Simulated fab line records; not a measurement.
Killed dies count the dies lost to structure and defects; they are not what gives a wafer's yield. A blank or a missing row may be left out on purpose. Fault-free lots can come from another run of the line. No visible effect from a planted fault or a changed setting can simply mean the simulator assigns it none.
Chamber matching / flow n5 finfet / 4 sister chambers for N5_BEOL_M0_SAQP_MANDREL1_REMOVE_100 on rie si-04
The step chemistry HBr/Cl2/O2, target a-Si, stops on SiNx, bt time 10 s. 8 wafers are shown with their chamber, then 9 later ones without.

== WAFERS, EACH WITH ITS CHAMBER ==
wafer=L076.6; chamber=2; drypump motor current A (A)=5.1; oes_o_777_au (a.u.)=1.15
wafer=L078.6; chamber=0; drypump motor current A (A)=5.7; oes_o_777_au (a.u.)=0.96
wafer=L079.1; chamber=0; drypump motor current A (A)=5.7; oes_o_777_au (a.u.)=0.97
wafer=L079.3; chamber=3; drypump motor current A (A)=5.7; oes_o_777_au (a.u.)=0.97
wafer=L079.4; chamber=3; drypump motor current A (A)=5.7; oes_o_777_au (a.u.)=0.97
wafer=L085.1; chamber=1; drypump motor current A (A)=5.2; oes_o_777_au (a.u.)=0.89
wafer=L085.4; chamber=2; drypump motor current A (A)=5.0; oes_o_777_au (a.u.)=1.13
wafer=L085.6; chamber=1; drypump motor current A (A)=5.2; oes_o_777_au (a.u.)=0.90

== WAFERS WHOSE CHAMBER IS MISSING ==
wafer=L087.1; drypump motor current A (A)=5.0; oes_o_777_au (a.u.)=1.12
wafer=L087.2; drypump motor current A (A)=5.2; oes_o_777_au (a.u.)=0.89
wafer=L087.4; drypump motor current A (A)=5.7; oes_o_777_au (a.u.)=0.97
wafer=L095.1; drypump motor current A (A)=5.7; oes_o_777_au (a.u.)=0.97
wafer=L095.2; drypump motor current A (A)=5.2; oes_o_777_au (a.u.)=0.89
wafer=L095.4; drypump motor current A (A)=5.0; oes_o_777_au (a.u.)=1.11
wafer=L097.1; drypump motor current A (A)=5.0; oes_o_777_au (a.u.)=1.12
wafer=L097.4; drypump motor current A (A)=5.6; oes_o_777_au (a.u.)=0.96
wafer=L097.5; drypump motor current A (A)=5.7; oes_o_777_au (a.u.)=0.97

== THE CHAMBER EACH PASSED THROUGH ==
wafer=L087.1; from the rows above=2; in truth=2
wafer=L087.2; from the rows above=1; in truth=1
wafer=L087.4; from the rows above=can't be placed: 3 or 0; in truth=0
wafer=L095.1; from the rows above=can't be placed: 3 or 0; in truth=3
wafer=L095.2; from the rows above=1; in truth=1
wafer=L095.4; from the rows above=2; in truth=2
wafer=L097.1; from the rows above=2; in truth=2
wafer=L097.4; from the rows above=can't be placed: 0 or 3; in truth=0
wafer=L097.5; from the rows above=can't be placed: 3 or 0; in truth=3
Correct placement for 5 of the 9. Cannot be placed on the basis of these rows: 4; the candidates contain the true chamber in 4. Placed wrongly: 0.
How it was worked out, from the rows above alone: a wafer's distance from a chamber is the root of the sum, over the readings, of the square of ((its reading less the chamber's mean) divided by the reading's scatter). The wafer belongs to the nearest chamber; if the next one is less than 2 further off, it can't be placed. Each chamber's mean is taken over the wafers shown for it. The scatter is the square root of a quotient: the sum, over the shown wafers, of each reading's squared deviation from its chamber's mean, divided by wafers minus chambers.
